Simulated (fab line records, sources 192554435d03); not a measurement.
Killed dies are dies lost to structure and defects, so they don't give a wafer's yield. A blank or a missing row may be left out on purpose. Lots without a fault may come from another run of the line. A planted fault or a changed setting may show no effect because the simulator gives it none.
fab line records | flow n5_finfet
record lots=6 wafers=17 last_day=20
route steps=1938 shown MOL_CONTACT_COAG@596 PASSIVATION@1936
lots that met no fault: from a run of the same line without faults
start_h: hours from the record's first day to the start of the lot's first wafer shown | wait_h: hours since the lot's step before | " the same as in the row above | L1.1+2: a row that stands for several wafers | - no value, or no start given | * or withheld: withheld | < > ~ a bound
route shown NAME@n: a module of which the file shows steps, and the number in the route of the first | usual: mean/standard deviation of fault-free wafers | same: alike in all rows | chamber/n: place in a boat | sites: the reading at each site | _std_site: their standard deviation | _edge_site: outer sites' mean less inner sites' | radius_mm: how far each site lies from the wafer's centre | mask NAME#n: copy n | behind: the tool/chamber that last shaped the wafer | hold: why the lot was held/for how many hours/how that ended | device: the transistor (n, p or np) that didn't switch | end of line: the same wafers' tests at the end of the route | a step without rows: its recipe alone | killed: dies lost to structure and defects at the first sort, not the wafer's yield | map: a wafer's dies, x killed, . not, _ none there
set.NAME: the setting as run; set.NAME@STEP: as run at that earlier step | model.NAME: the simulator's own value behind a step, which no gauge read
lots at some steps of the route; a table a step, a row a wafer
services: from which hour (start_h, from the record's first day; less than 0 if before it) a tool's chamber was out of use, for how many hours, and why
## steps
# step N5_MOL_CONTACT_COAG_COAT_34
# recipe resist=CAR-EUV spin_rpm=1500 resist_thk_nm=40
# step N5_MOL_CONTACT_COAG_EBR_36
# recipe solvent=PGMEA ebr_width_mm=1.5
# step N5_MOL_CONTACT_COAG_SOFTBAKE_35
# recipe temp_c=110 time_s=60 resist=CAR-EUV
# step N5_MOL_CONTACT_COAG_EXPOSE_37
# recipe mask_id=VD na=0.33 source_shape=annular sigma_inner=0.3 sigma_outer=0.7 polarization=unpolarized defocus_nm=0 dose_mj=62
# step N5_MOL_CONTACT_COAG_PEB_38
# recipe peb_temp_c=100 peb_time_s=60 resist=CAR-EUV
# step N5_MOL_CONTACT_COAG_DEVELOP_39
# recipe develop_time_s=30 developer=TMAH resist=CAR-EUV rinse_liquid=surfactant_rinse dry=air_spin dev_temp_c=23
# step N5_MOL_CONTACT_COAG_CD_MEAS_40
# recipe target_cd_nm=25.1 landing_energy_ev=500 detector=se_inlens polarity=opening
# usual cd_nm=25.05/0.28
# columns lot.wafer tool chamber start_h wait_h cd_nm
L943.1 cd_sem-02 0 108.94 - 25.35
L943.2 " 0 " " 25.44
L943.4 " 0 " " 25.32
L944.1 cd_sem-03 0 113.74 - 25.25
L944.3 " 0 " " 25.36
L944.6 " 0 " " 25.32
L946.2 cd_sem-03 0 121.33 - 24.58
L946.4 " 0 " " 24.69
L946.5 " 0 " " 24.68
L958.2 cd_sem-02 0 194.92 - 24.80
L958.4 " 0 " " 24.78
L958.6 " 0 " " 24.96
L963.1 cd_sem-01 0 223.25 - 24.43
L963.2 " 0 " " 24.38
L965.1 cd_sem-01 0 242.29 - 25.33
L965.3 " 0 " " 25.29
L965.5 " 0 " " 25.18
# step N5_MOL_CONTACT_COAG_OVL_MEAS_41
# recipe points_per_wafer=522
# usual VD_OVL=-0.5/0.78
# columns lot.wafer tool chamber start_h wait_h VD_OVL[nm]
L943.1 overlay-01 0 108.97 0.0 -1.5
L943.2 " 0 " " -0.8
L943.4 " 0 " " -1.3
L944.1 overlay-02 0 113.77 0.0 -1.6
L944.3 " 0 " " -1.6
L944.6 " 0 " " -1.9
L946.2 overlay-02 0 121.36 0.0 0.0
L946.4 " 0 " " -0.3
L946.5 " 0 " " 0.3
L958.2 overlay-01 0 194.96 0.0 0.5
L958.4 " 0 " " -0.5
L958.6 " 0 " " -0.3
L963.1 overlay-02 0 223.28 0.0 0.2
L963.2 " 0 " " 0.1
L965.1 overlay-02 0 242.32 0.0 -0.7
L965.3 " 0 " " -0.9
L965.5 " 0 " " -0.2
# step N5_MOL_CONTACT_COAG_INSPECT_42
# recipe mode=adi inspect_instrument=brightfield
# usual raw_defect_count=215/53
# columns lot.wafer tool chamber start_h wait_h raw_defect_count
L943.1 defect_inspect-01 - 109.02 0.1 221
L943.2 " - " " 278
L943.4 " - " " 276
L944.1 defect_inspect-01 - 113.83 0.1 216
L944.3 " - " " 141
L944.6 " - " " 160
L946.2 defect_inspect-02 - 121.42 0.0 193
L946.4 " - " " 245
L946.5 " - " " 289
L958.2 defect_inspect-02 - 195.01 0.0 236
L958.4 " - " " 219
L958.6 " - " " 356
L963.1 defect_inspect-02 - 223.49 0.2 139
L963.2 " - " " 233
L965.1 defect_inspect-02 - 242.38 0.1 195
L965.3 " - " " 217
L965.5 " - " " 238
# step N5_MOL_CONTACT_COAG_DESCUM_45
# recipe chemistry=O2 time_s=7 source_power_w=50 bias_power_w=20 pressure_mtorr=20 rf_frequency_hz=2.712e+07 temp_c=40 resist=CAR-EUV o2_flow_sccm=225
# usual drypump_motor_current_A=5.6/0.43 o2_flow_sccm=225.0/0.77 oes_product_au=0.76/0.063 rf_vpp_V=243.0/1.5 showerhead_plenum_p_Torr=2.08/0.075 temp_c=39.99/0.11 throttle_valve_pct=20.47/0.24
# columns lot.wafer tool chamber start_h wait_h drypump_motor_current_A o2_flow_sccm oes_product_au rf_hours_counter_h rf_vpp_V showerhead_plenum_p_Torr temp_c throttle_valve_pct
L943.1 rie_diel-04 3 109.06 0.0 5.5 225.1 0.78 125 239.6 2.04 39.97 20.57
L943.2 " 0 " " 5.8 225.5 0.80 110 243.9 2.14 39.84 20.16
L943.4 " 1 " " 6.1 226.0 0.74 157 241.7 2.00 40.12 20.60
L944.1 rie_diel-01 3 113.86 0.0 5.1 224.4 0.78 115 243.5 2.03 40.03 20.61
L944.3 " 1 " " 5.8 225.2 0.82 89 244.7 2.20 40.02 20.09
L944.6 " 3 " " 5.1 224.8 0.78 - 242.2 2.03 40.12 20.64
L946.2 rie_diel-04 0 121.45 0.0 5.8 224.6 0.81 113 244.6 2.14 39.99 20.18
L946.4 " 2 " " 5.6 224.6 0.95 13 244.2 2.12 39.97 20.37
L946.5 " 2 " " 5.6 224.9 0.95 - 243.5 2.12 40.09 20.38
L958.2 rie_diel-01 0 195.05 0.0 6.2 226.6 0.68 239 244.0 2.17 39.95 20.77
L958.4 " 3 " " 5.0 224.1 0.76 141 242.2 2.03 39.85 20.67
L958.6 " 0 " " 6.2 226.4 0.68 - 243.8 2.17 39.98 20.75
L963.1 rie_diel-01 2 223.62 0.1 5.1 226.2 0.70 214 243.9 2.07 39.80 20.58
L963.2 " 1 " " 5.8 225.2 0.79 125 244.7 2.19 40.08 20.16
L965.1 rie_diel-04 1 242.41 0.0 6.1 225.1 0.72 196 239.9 1.99 39.92 20.66
L965.3 " 0 " " 5.8 224.9 0.77 149 242.8 2.12 40.10 20.21
L965.5 " 2 " " 5.6 225.1 0.89 - 243.7 2.11 40.20 20.41
# step N5_MOL_CONTACT_COAG_ETCH_65
# recipe chemistry=N2/H2 target=underlayer target_depth_a=130 mask_material=CAR-EUV time_s=10.4 ion_energy_ev=200 pressure_mtorr=30 source_w=840 bias_w=150 n2_flow_sccm=200 h2_flow_sccm=200 ends=cleared
# usual drypump_motor_current_A=5.6/0.43 etch_rf_on_time_s=10.34/0.27 oes_product_au=0.65/0.051 rf_vpp_V=523.4/2.6 showerhead_plenum_p_Torr=2.52/0.099 throttle_valve_pct=17.86/0.21
# columns lot.wafer tool chamber start_h wait_h drypump_motor_current_A etch_rf_on_time_s oes_product_au rf_hours_counter_h rf_vpp_V showerhead_plenum_p_Torr throttle_valve_pct
L943.1 rie_diel-04 3 109.09 0.0 5.5 9.87 0.69 125 521.2 2.44 17.72
L943.2 " 0 " " 5.9 10.27 0.68 110 524.2 2.57 17.55
L943.4 " 1 " " 6.2 10.53 0.64 157 521.4 2.44 18.04
L944.1 rie_diel-01 3 113.90 0.0 5.1 10.57 0.67 115 520.0 2.42 17.70
L944.3 " 1 " " 5.8 10.58 0.69 89 527.1 2.70 17.74
L944.6 " 3 " " 5.1 10.61 0.68 - 520.3 2.42 17.71
L946.2 rie_diel-04 0 121.48 0.0 5.8 10.29 0.67 113 522.8 2.57 17.58
L946.4 " 2 " " 5.6 9.96 0.81 13 524.7 2.59 17.86
L946.5 " 2 " " 5.6 10.04 0.80 - 525.7 2.59 17.87
L958.2 rie_diel-01 0 195.08 0.0 6.3 9.93 0.60 239 526.0 2.59 17.94
L958.4 " 3 " " 5.1 10.36 0.65 141 520.3 2.41 17.77
L958.6 " 0 " " 6.2 9.95 0.60 - 523.7 2.59 17.94
L963.1 rie_diel-01 2 223.66 0.0 5.1 10.19 0.61 215 522.1 2.54 18.33
L963.2 " 1 " " 5.8 10.57 0.67 125 527.6 2.69 17.79
L965.1 rie_diel-04 1 242.45 0.0 6.1 10.46 0.61 196 520.9 2.42 18.12
L965.3 " 0 " " 5.8 10.43 0.64 149 524.6 2.56 17.64
L965.5 " 2 " " 5.6 9.80 0.76 - 525.9 2.58 17.93
# step N5_MOL_CONTACT_COAG_ETCH_66
# recipe chemistry=CF4 target=SiARC target_depth_a=130 mask_material=CAR-EUV time_s=21.7 ion_energy_ev=80 pressure_mtorr=40 source_w=545 bias_w=36 Ar_flow_sccm=100 cf4_flow_sccm=100 ends=cleared
# usual drypump_motor_current_A=5.6/0.43 etch_rf_on_time_s=21.7/0.66 oes_product_au=0.65/0.052 rf_vpp_V=184.0/1.2 showerhead_plenum_p_Torr=2.13/0.074 throttle_valve_pct=15.65/0.21
# columns lot.wafer tool chamber start_h wait_h drypump_motor_current_A etch_rf_on_time_s oes_product_au rf_hours_counter_h rf_vpp_V showerhead_plenum_p_Torr throttle_valve_pct
L943.1 rie_diel-04 3 109.11 0.0 5.5 20.2 0.70 125 182.4 2.06 15.56
L943.2 " 0 " " 5.8 21.8 0.67 110 184.1 2.13 15.14
L943.4 " 1 " " 6.1 21.8 0.64 157 182.4 2.07 15.92
L944.1 rie_diel-01 3 113.92 0.0 5.1 22.3 0.68 115 182.7 2.07 15.67
L944.3 " 1 " " 5.8 22.9 0.69 89 186.5 2.26 15.36
L944.6 " 3 " " 5.0 22.5 0.67 - 182.8 2.07 15.69
L946.2 rie_diel-04 0 121.50 0.0 5.7 21.9 0.67 113 183.7 2.13 15.17
L946.4 " 2 " " 5.6 20.7 0.81 13 183.8 2.21 15.79
L946.5 " 2 " " 5.6 20.7 0.82 - 184.1 2.21 15.77
L958.2 rie_diel-01 0 195.10 0.0 6.2 20.9 0.59 239 184.2 2.20 15.84
L958.4 " 3 " " 5.0 22.0 0.65 141 182.0 2.06 15.73
L958.6 " 0 " " 6.2 20.9 0.59 - 184.8 2.20 15.83
L963.1 rie_diel-01 2 223.68 0.0 5.2 21.4 0.60 215 183.4 2.11 15.73
L963.2 " 1 " " 5.8 22.8 0.66 125 185.9 2.24 15.45
L965.1 rie_diel-04 1 242.47 0.0 6.1 21.6 0.62 196 183.0 2.06 15.98
L965.3 " 0 " " 5.9 22.2 0.63 149 184.9 2.12 15.23
L965.5 " 2 " " 5.6 20.6 0.75 - 184.3 2.20 15.84
# step N5_MOL_CONTACT_COAG_ALD_133
# recipe material=SiO2 target_thk_a=50 temp_c=100 ald_precursor_family=BDEAS ald_co_reactant=O2-plasma pulse_time_s=1 co_reactant_pulse_time_s=1 purge_time_s=2 co_reactant_purge_time_s=2 ald_cycles=35 pressure_torr=2
# usual ald_cycles=35/0 heater_power_w=81/9.3 precursor_pulse_height_rel=1.000/0.02
# same co_reactant_pulse_time_s=1
# columns lot.wafer tool chamber start_h wait_h ald_cycles heater_power_w precursor_pulse_height_rel model.SiO2_of_MOL_CONTACT_COAG_ALD_133.thk_nm
L943.1 ald_sin-04 3 109.19 0.1 35 94 0.990 5
L943.2 " 1 " " 35 98 0.962 5
L943.4 " 0 " " 35 84 0.989 5
L944.1 ald_sin-02 3 114.01 0.1 35 83 0.992 5
L944.3 " 1 " " 35 85 0.994 5
L944.6 " 0 " " 35 66 0.985 5
L946.2 ald_sin-03 0 121.58 0.1 35 73 0.997 5
L946.4 " 2 " " 35 84 1.000 5
L946.5 " 1 " " 35 76 0.964 5
L958.2 ald_sin-02 1 195.18 0.1 35 84 0.985 5
L958.4 " 2 " " 35 71 1.024 5
L958.6 " 1 " " 35 85 1.023 5
L963.1 ald_sin-02 2 223.76 0.1 35 73 0.985 5
L963.2 " 1 " " 11 85 1.010 1.6
L965.1 ald_sin-02 3 242.55 0.1 35 81 1.009 5
L965.3 " 1 " " 11 85 0.977 1.6
L965.5 " 3 " " 35 82 0.992 5
# step N5_MOL_CONTACT_COAG_ETCHBACK_134
# recipe chemistry=CHF3 target=SiO2 target_depth_a=100 time_s=6.7 ion_energy_ev=200 pressure_mtorr=30 source_w=610 bias_w=170 Ar_flow_sccm=200 CHF3_flow_sccm=50
# usual CHF3_flow_sccm=50.00/0.15 drypump_motor_current_A=5.6/0.41 oes_f_703_au=0.76/0.06 oes_product_au=0.76/0.065 rf_vpp_V=525/12 showerhead_plenum_p_Torr=2.36/0.083 throttle_valve_pct=18.79/0.2
# columns lot.wafer tool chamber start_h wait_h CHF3_flow_sccm drypump_motor_current_A oes_f_703_au oes_product_au rf_hours_counter_h rf_vpp_V showerhead_plenum_p_Torr throttle_valve_pct
L943.1 rie_diel-01 0 109.37 0.1 49.78 6.3 0.72 0.71 212 515 2.47 18.94
L943.2 " 2 " " 50.19 5.1 0.76 0.73 184 518 2.38 18.94
L943.4 " 3 " " 49.78 5.0 0.79 0.79 114 529 2.29 18.74
L944.1 rie_diel-04 3 114.19 0.1 49.89 5.5 0.84 0.80 126 507 2.29 18.67
L944.3 " 2 " " 50.10 5.6 0.94 0.96 11 524 2.45 18.91
L944.6 " 1 " " 49.82 6.1 0.75 0.74 - 517 2.30 19.00
L946.2 rie_diel-05 0 121.76 0.1 50.17 5.2 0.76 0.76 166 524 2.28 18.55
L946.4 " 2 " " 49.86 5.2 0.71 0.71 197 529 2.48 18.85
L946.5 " 1 " " 50.05 6.1 0.81 0.79 - 524 2.38 18.92
L958.2 rie_diel-05 2 195.36 0.1 49.87 5.2 0.69 0.69 225 527 2.47 18.91
L958.4 " 1 " " 50.13 6.1 0.79 0.79 141 523 2.37 18.97
L958.6 " 0 " " 49.67 5.2 0.73 0.73 - 522 2.27 18.58
L963.1 rie_diel-04 2 223.94 0.1 50.08 5.6 0.88 0.89 41 525 2.44 18.97
L963.2 " 0 " " 49.95 5.8 0.73 0.75 142 552 2.37 18.31
L965.1 rie_diel-05 2 242.73 0.1 50.02 5.3 0.69 0.69 238 529 2.46 18.93
L965.3 " 0 " " 49.96 5.1 0.73 0.73 206 523 2.26 18.61
L965.5 " 0 " " 50.13 5.1 0.73 0.72 - 524 2.26 18.63
# step N5_PASSIVATION_PROBE_49
# usual killed_at_M0_to_M3=36/10 killed_at_M4_up=14/5.2 killed_at_contacts=12/6 killed_at_front_end=37/10 killed_at_other=4/3.3 killed_dies=104/18 killed_on_rim=14/4.1 killed_open=68/14 killed_short=34/7.4
# same gross_dies=1180 killed_at_back_side=0
# columns lot.wafer tool chamber start_h wait_h killed_at_M0_to_M3 killed_at_M4_up killed_at_contacts killed_at_front_end killed_at_other killed_dies killed_on_rim killed_open killed_short
L943.1 prober-01 - 318.91 0.0 25 24 15 33 3 100 7 79 21
L943.2 prober-01 - 318.96 0.1 29 11 10 33 6 89 17 58 27
L943.4 prober-01 - 319.06 0.2 23 13 13 45 5 99 17 63 34
L946.2 prober-02 - 331.96 0.1 48 11 15 28 3 105 11 63 40
L946.4 prober-02 - 332.06 0.2 25 19 11 28 2 85 17 65 20
L946.5 prober-02 - 332.11 0.2 46 16 9 42 3 116 18 62 52
L944.1 prober-01 - 338.27 0.0 33 3 20 33 4 93 5 52 41
L944.3 prober-01 - 338.37 0.1 35 8 6 19 0 68 7 42 25
L944.6 prober-01 - 338.52 0.3 42 13 8 28 4 95 7 58 37
L958.2 prober-01 - 470.39 0.1 29 19 7 41 3 99 14 60 35
L958.4 prober-01 - 470.49 0.2 36 13 16 67 6 138 21 99 39
L958.6 prober-01 - 470.59 0.3 35 22 16 38 4 115 12 81 34
L965.1 prober-01 - 478.20 0.0 42 11 3 34 7 97 16 57 39
L965.3 prober-01 - 478.30 0.1 42 9 1088 29 12 1180 152 60 37
L965.5 prober-01 - 478.40 0.2 18 15 7 46 3 89 10 58 30
L963.1 prober-02 - 488.66 0.0 42 8 25 28 14 117 16 82 32
L963.2 prober-02 - 488.71 0.1 50 12 1085 30 3 1180 152 75 38
# killed by level:class
L943.1 MOL_CONTACT_COAG:geometric_particle:open=13 STI_FIN_REVEAL:geometric_particle:open=11 BEOL_M4:geometric_particle:open=8 BEOL_M1:geometric_particle:open=7 BEOL_M7:geometric_particle:open=6 BEOL_M0_SAQP:geometric_particle:short=5 FIN_SAQP:geometric_particle:short=4 BEOL_M2:geometric_particle:open=4
L943.2 FIN_SAQP:geometric_particle:open=10 BEOL_M3:geometric_particle:open=9 BEOL_M4:geometric_particle:open=8 MOL_CONTACT_COAG:geometric_particle:open=7 BEOL_M3:geometric_particle:short=7 BEOL_M1:geometric_particle:open=6 STI_FIN_REVEAL:geometric_particle:open=4 GATE_CUT:geometric_particle:short=4
L943.4 FIN_SAQP:geometric_particle:open=12 MOL_CONTACT_COAG:geometric_particle:open=9 DUMMY_GATE:geometric_particle:open=7 BEOL_M1:geometric_particle:open=7 BEOL_M3:geometric_particle:open=5 BEOL_M2:geometric_particle:open=5 FIN_SAQP:geometric_particle:short=4 GATE_CUT:geometric_particle:short=4
L946.2 BEOL_M0_SAQP:geometric_particle:short=19 BEOL_M0_SAQP:geometric_particle:open=14 MOL_CONTACT_COAG:geometric_particle:open=11 BEOL_M2:geometric_particle:open=6 ILD0:geometric_particle:open=5 BEOL_M3:geometric_particle:open=5 FIN_SAQP:geometric_particle:short=4 MOL_CONTACT_COAG:geometric_particle:short=4
L946.4 MOL_CONTACT_COAG:geometric_particle:open=11 DUMMY_GATE:geometric_particle:open=9 BEOL_M0_SAQP:geometric_particle:open=8 BEOL_M3:geometric_particle:open=8 FIN_SAQP:geometric_particle:open=5 BEOL_M0_SAQP:geometric_particle:short=5 BEOL_M4:geometric_particle:short=5 BEOL_M4:geometric_particle:open=5
L946.5 BEOL_M0_SAQP:geometric_particle:short=19 BEOL_M0_SAQP:geometric_particle:open=14 ILD0:geometric_particle:open=10 FIN_SAQP:geometric_particle:short=9 BEOL_M4:geometric_particle:open=7 BEOL_M2:geometric_particle:open=6 MOL_CONTACT_COAG:geometric_particle:open=5 MOL_CONTACT_COAG:geometric_particle:short=4
L944.1 MOL_CONTACT_COAG:geometric_particle:open=15 BEOL_M0_SAQP:geometric_particle:short=9 FIN_SAQP:geometric_particle:short=8 BEOL_M2:geometric_particle:open=6 BEOL_M0_SAQP:geometric_particle:open=6 DUMMY_GATE:geometric_particle:open=5 GATE_CUT:geometric_particle:short=5 MOL_CONTACT_COAG:geometric_particle:short=5
L944.3 BEOL_M2:geometric_particle:open=8 MOL_CONTACT_COAG:geometric_particle:open=6 BEOL_M1:geometric_particle:open=6 FIN_SAQP:geometric_particle:open=4 BEOL_M1:geometric_particle:short=4 BEOL_M0_SAQP:geometric_particle:open=4 BEOL_M0_SAQP:geometric_particle:short=4 STARTING-WAFER:geometric_particle:short=4
L944.6 BEOL_M0_SAQP:geometric_particle:open=11 BEOL_M1:geometric_particle:open=7 BEOL_M4:geometric_particle:open=7 MOL_CONTACT_COAG:geometric_particle:open=6 BEOL_M0_SAQP:geometric_particle:short=6 FIN_SAQP:geometric_particle:open=5 STI_FIN_REVEAL:geometric_particle:open=5 BEOL_M1:geometric_particle:short=5
L958.2 BEOL_M0_SAQP:geometric_particle:short=9 BEOL_M4:geometric_particle:open=7 FIN_SAQP:geometric_particle:short=6 FIN_SAQP:geometric_particle:open=6 STI_FIN_REVEAL:geometric_particle:open=6 BEOL_M0_SAQP:geometric_particle:open=6 DUMMY_GATE:geometric_particle:open=5 GATE_CUT:geometric_particle:short=5
L958.4 STI_FIN_REVEAL:geometric_particle:open=25 MOL_CONTACT_COAG:geometric_particle:open=15 FIN_SAQP:geometric_particle:open=13 FIN_SAQP:geometric_particle:short=12 BEOL_M3:geometric_particle:open=11 BEOL_M2:geometric_particle:open=6 BEOL_M0_SAQP:geometric_particle:short=5 BEOL_M4:geometric_particle:open=5
L958.6 MOL_CONTACT_COAG:geometric_particle:open=15 FIN_SAQP:geometric_particle:open=10 BEOL_M0_SAQP:geometric_particle:open=9 BEOL_M5:geometric_particle:open=8 BEOL_M0_SAQP:geometric_particle:short=6 BEOL_M1:geometric_particle:open=6 STI_FIN_REVEAL:geometric_particle:open=5 BEOL_M4:geometric_particle:open=5
L965.1 BEOL_M0_SAQP:geometric_particle:short=10 BEOL_M3:geometric_particle:open=9 BEOL_M0_SAQP:geometric_particle:open=8 STI_FIN_REVEAL:geometric_particle:open=7 FIN_SAQP:geometric_particle:short=6 FIN_SAQP:geometric_particle:open=5 BEOL_M1:geometric_particle:open=5 DUMMY_GATE:geometric_particle:open=4
L965.3 MOL_CONTACT_COAG:area_ald=1082 BEOL_M0_SAQP:geometric_particle:open=10 GATE_CUT:geometric_particle:short=7 BEOL_M1:geometric_particle:open=7 MOL_CONTACT_COAG:geometric_particle:open=6 BEOL_M0_SAQP:geometric_particle:short=6 FIN_SAQP:geometric_particle:short=5 BEOL_M2:geometric_particle:open=5
L965.5 STI_FIN_REVEAL:geometric_particle:open=12 GATE_CUT:geometric_particle:open=7 BEOL_M4:geometric_particle:open=7 MOL_CONTACT_COAG:geometric_particle:open=6 BEOL_M2:geometric_particle:open=6 STI_FIN_REVEAL:geometric_particle:short=5 STARTING-WAFER:geometric_particle:short=4 FIN_SAQP:geometric_particle:short=3
L963.1 MOL_CONTACT_COAG:geometric_particle:open=25 FIN_SAQP:geometric_particle:open=11 BEOL_M0_SAQP:geometric_particle:short=11 BEOL_M2:geometric_particle:open=9 BEOL_M0_SAQP:geometric_particle:open=8 BEOL_M3:geometric_particle:open=6 STI_FIN_REVEAL:geometric_particle:open=4 MIM_TOP_ETCH:geometric_particle:open=4
L963.2 MOL_CONTACT_COAG:area_ald=1067 MOL_CONTACT_COAG:geometric_particle:open=15 FIN_SAQP:geometric_particle:short=12 BEOL_M0_SAQP:geometric_particle:short=12 BEOL_M0_SAQP:geometric_particle:open=11 BEOL_M2:geometric_particle:open=9 BEOL_M1:geometric_particle:open=7 FIN_SAQP:geometric_particle:open=6
# map L963.2 (x killed, . not)
_________________xxxxxxxxxxxx________________
______________xxxxxxxxxxxxxxxxxx_____________
___________xxxxxxxxxxxxxxxxxxxxxxxx__________
__________xxxxxxxxxxxxxxxxxxxxxxxxxx_________
________xxxxxxxxxxxxxxxxxxxxxxxxxxxxxx_______
_______xxxxxxxxxxxxxxxxxxxxxxxxxxxxxxxx______
______xxxxxxxxxxxxxxxxxxxxxxxxxxxxxxxxxx_____
_____xxxxxxxxxxxxxxxxxxxxxxxxxxxxxxxxxxxx____
____xxxxxxxxxxxxxxxxxxxxxxxxxxxxxxxxxxxxxx___
___xxxxxxxxxxxxxxxxxxxxxxxxxxxxxxxxxxxxxxxx__
___xxxxxxxxxxxxxxxxxxxxxxxxxxxxxxxxxxxxxxxx__
__xxxxxxxxxxxxxxxxxxxxxxxxxxxxxxxxxxxxxxxxxx_
__xxxxxxxxxxxxxxxxxxxxxxxxxxxxxxxxxxxxxxxxxx_
_xxxxxxxxxxxxxxxxxxxxxxxxxxxxxxxxxxxxxxxxxxxx
_xxxxxxxxxxxxxxxxxxxxxxxxxxxxxxxxxxxxxxxxxxxx
_xxxxxxxxxxxxxxxxxxxxxxxxxxxxxxxxxxxxxxxxxxxx
_xxxxxxxxxxxxxxxxxxxxxxxxxxxxxxxxxxxxxxxxxxxx
_xxxxxxxxxxxxxxxxxxxxxxxxxxxxxxxxxxxxxxxxxxxx
_xxxxxxxxxxxxxxxxxxxxxxxxxxxxxxxxxxxxxxxxxxxx
_xxxxxxxxxxxxxxxxxxxxxxxxxxxxxxxxxxxxxxxxxxxx
_xxxxxxxxxxxxxxxxxxxxxxxxxxxxxxxxxxxxxxxxxxxx
__xxxxxxxxxxxxxxxxxxxxxxxxxxxxxxxxxxxxxxxxxx_
__xxxxxxxxxxxxxxxxxxxxxxxxxxxxxxxxxxxxxxxxxx_
___xxxxxxxxxxxxxxxxxxxxxxxxxxxxxxxxxxxxxxxx__
___xxxxxxxxxxxxxxxxxxxxxxxxxxxxxxxxxxxxxxxx__
____xxxxxxxxxxxxxxxxxxxxxxxxxxxxxxxxxxxxxx___
_____xxxxxxxxxxxxxxxxxxxxxxxxxxxxxxxxxxxx____
______xxxxxxxxxxxxxxxxxxxxxxxxxxxxxxxxxx_____
_______xxxxxxxxxxxxxxxxxxxxxxxxxxxxxxxx______
________xxxxxxxxxxxxxxxxxxxxxxxxxxxxxx_______
__________xxxxxxxxxxxxxxxxxxxxxxxxxx_________
___________xxxxxxxxxxxxxxxxxxxxxxxx__________
______________xxxxxxxxxxxxxxxxxx_____________
_________________xxxxxxxxxxxx________________
# map L965.3 (x killed, . not)
_________________xxxxxxxxxxxx________________
______________xxxxxxxxxxxxxxxxxx_____________
___________xxxxxxxxxxxxxxxxxxxxxxxx__________
__________xxxxxxxxxxxxxxxxxxxxxxxxxx_________
________xxxxxxxxxxxxxxxxxxxxxxxxxxxxxx_______
_______xxxxxxxxxxxxxxxxxxxxxxxxxxxxxxxx______
______xxxxxxxxxxxxxxxxxxxxxxxxxxxxxxxxxx_____
_____xxxxxxxxxxxxxxxxxxxxxxxxxxxxxxxxxxxx____
____xxxxxxxxxxxxxxxxxxxxxxxxxxxxxxxxxxxxxx___
___xxxxxxxxxxxxxxxxxxxxxxxxxxxxxxxxxxxxxxxx__
___xxxxxxxxxxxxxxxxxxxxxxxxxxxxxxxxxxxxxxxx__
__xxxxxxxxxxxxxxxxxxxxxxxxxxxxxxxxxxxxxxxxxx_
__xxxxxxxxxxxxxxxxxxxxxxxxxxxxxxxxxxxxxxxxxx_
_xxxxxxxxxxxxxxxxxxxxxxxxxxxxxxxxxxxxxxxxxxxx
_xxxxxxxxxxxxxxxxxxxxxxxxxxxxxxxxxxxxxxxxxxxx
_xxxxxxxxxxxxxxxxxxxxxxxxxxxxxxxxxxxxxxxxxxxx
_xxxxxxxxxxxxxxxxxxxxxxxxxxxxxxxxxxxxxxxxxxxx
_xxxxxxxxxxxxxxxxxxxxxxxxxxxxxxxxxxxxxxxxxxxx
_xxxxxxxxxxxxxxxxxxxxxxxxxxxxxxxxxxxxxxxxxxxx
_xxxxxxxxxxxxxxxxxxxxxxxxxxxxxxxxxxxxxxxxxxxx
_xxxxxxxxxxxxxxxxxxxxxxxxxxxxxxxxxxxxxxxxxxxx
__xxxxxxxxxxxxxxxxxxxxxxxxxxxxxxxxxxxxxxxxxx_
__xxxxxxxxxxxxxxxxxxxxxxxxxxxxxxxxxxxxxxxxxx_
___xxxxxxxxxxxxxxxxxxxxxxxxxxxxxxxxxxxxxxxx__
___xxxxxxxxxxxxxxxxxxxxxxxxxxxxxxxxxxxxxxxx__
____xxxxxxxxxxxxxxxxxxxxxxxxxxxxxxxxxxxxxx___
_____xxxxxxxxxxxxxxxxxxxxxxxxxxxxxxxxxxxx____
______xxxxxxxxxxxxxxxxxxxxxxxxxxxxxxxxxx_____
_______xxxxxxxxxxxxxxxxxxxxxxxxxxxxxxxx______
________xxxxxxxxxxxxxxxxxxxxxxxxxxxxxx_______
__________xxxxxxxxxxxxxxxxxxxxxxxxxx_________
___________xxxxxxxxxxxxxxxxxxxxxxxx__________
______________xxxxxxxxxxxxxxxxxx_____________
_________________xxxxxxxxxxxx________________
## services
# columns tool chamber start_h hours kind
ald_sin-04 - 85.32 14.0 pm
ald_sin-04 0 85.32 14.0 vent_cycle
ald_sin-04 1 85.32 14.0 vent_cycle
ald_sin-04 2 85.32 14.0 vent_cycle
ald_sin-04 3 85.32 14.0 vent_cycle
ald_sin-04 0 99.32 - clean
ald_sin-04 1 99.32 - clean
ald_sin-04 2 99.32 - clean
ald_sin-04 3 99.32 - clean
ald_sin-04 2 102.73 16.2 repair
ald_sin-02 0 137.06 5.4 repair
ald_sin-02 3 141.38 19.9 repair
rie_diel-01 2 171.91 16.9 repair
rie_diel-04 2 196.85 3.7 repair
rie_diel-01 0 223.62 - clean
rie_diel-01 0 223.62 - consumable_replace:focus_ring
rie_diel-01 0 223.62 32.8 scheduled_down
rie_diel-01 0 223.62 32.8 vent_cycle
rie_diel-05 3 240.08 - clean
rie_diel-05 3 240.08 - consumable_replace:focus_ring
rie_diel-05 3 240.08 - consumable_replace:showerhead
rie_diel-05 3 240.08 25.9 scheduled_down
rie_diel-05 3 240.08 25.9 vent_cycle
## key
first_sign step=N5_MOL_CONTACT_COAG_ALD_133 reading=ald_cycles direction=down sigmas=99+ usual=* struck=*
effect step=N5_PASSIVATION_PROBE_49 reading=killed_at_contacts direction=up sigmas=99+ usual=12 struck=1086
model_effect step=N5_MOL_CONTACT_COAG_ALD_133 value=SiO2_of_MOL_CONTACT_COAG_ALD_133.thk_nm without=5 struck=1.6
more_kills_born_at N5_MOL_CONTACT_COAG_ALD_133@ald_sin-02=2149
met_at N5_MOL_CONTACT_COAG_ALD_133
struck_wafers L963.2,L965.3
later_rows_left_out L963.2,L965.3
tester_left_out L963,L965
onset_between 195.18 223.76
fault kind=process_parameter_drift tool=ald_sin-02 chamber=1 onset_h=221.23 steps=N5_MOL_CONTACT_COAG_ALD_133 channel=ald_cycles offset=* shape=step acts_in=* stated=*
# tester_left_out: of these lots the tester's yield and bins aren't shown, on N5 and GAA mostly nor the transistor test; their killed dies are dies lost to structure and defects alone, not to doping, threshold or leakage, so they don't give the yield
# later_rows_left_out: the simulator's readings of these wafers behind a module that went badly wrong aren't trusted and aren't shown, but for the sort
